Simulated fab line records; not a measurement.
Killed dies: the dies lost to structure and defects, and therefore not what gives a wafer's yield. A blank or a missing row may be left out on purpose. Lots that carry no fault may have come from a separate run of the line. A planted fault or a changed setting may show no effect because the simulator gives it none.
Chamber matching    flow n5-finfet    4 sister chambers for N5_FIN_SAQP_MANDREL2_REMOVE_60 on rie-si-02
The step chemistry HBr/Cl2/O2, target a-Si, stops on SiNx, bt time 10 s. 7 wafers are shown with their chamber, then 7 later ones without.

## WAFERS PAIRED WITH THEIR CHAMBERS
wafer   chamber  throttle-valve-pct (%)  oes-product-au (a.u.)
L084.5  1        36.49                   1.023
L086.1  0        36.57                   1.022
L088.2  0        36.58                   1.016
L088.3  2        36.34                   1.002
L088.5  3        36.80                   0.995
L093.1  3        36.81                   0.987
L093.4  2        36.33                   1.002

## WAFERS WHOSE CHAMBER IS MISSING
wafer   throttle-valve-pct (%)  oes-product-au (a.u.)
L093.5  36.79                   1.003
L094.2  36.46                   1.024
L094.3  36.80                   1.008
L094.4  36.60                   1.015
L097.1  36.33                   0.999
L097.4  36.47                   1.019
L097.5  36.60                   1.009

## EACH ONE'S CHAMBER
wafer   from the rows above  in truth
L093.5  3                    3
L094.2  1                    1
L094.3  3                    3
L094.4  0                    0
L097.1  2                    2
L097.4  1                    1
L097.5  0                    0
Correct placement for 7 of the 7. Not placeable from these rows: 0. Number placed wrongly: 0.
How it was worked out, from the rows above alone: a wafer's distance from a chamber is the root of the sum, over the readings, of the square of ((its reading less the chamber's mean) divided by the reading's scatter). The wafer belongs to the nearest chamber; if the next one is less than 2 further off, it can't be placed. Each chamber's mean is taken over the wafers shown for it. The scatter is the square root of a quotient: the sum, over the shown wafers, of each reading's squared deviation from its chamber's mean, divided by wafers minus chambers.
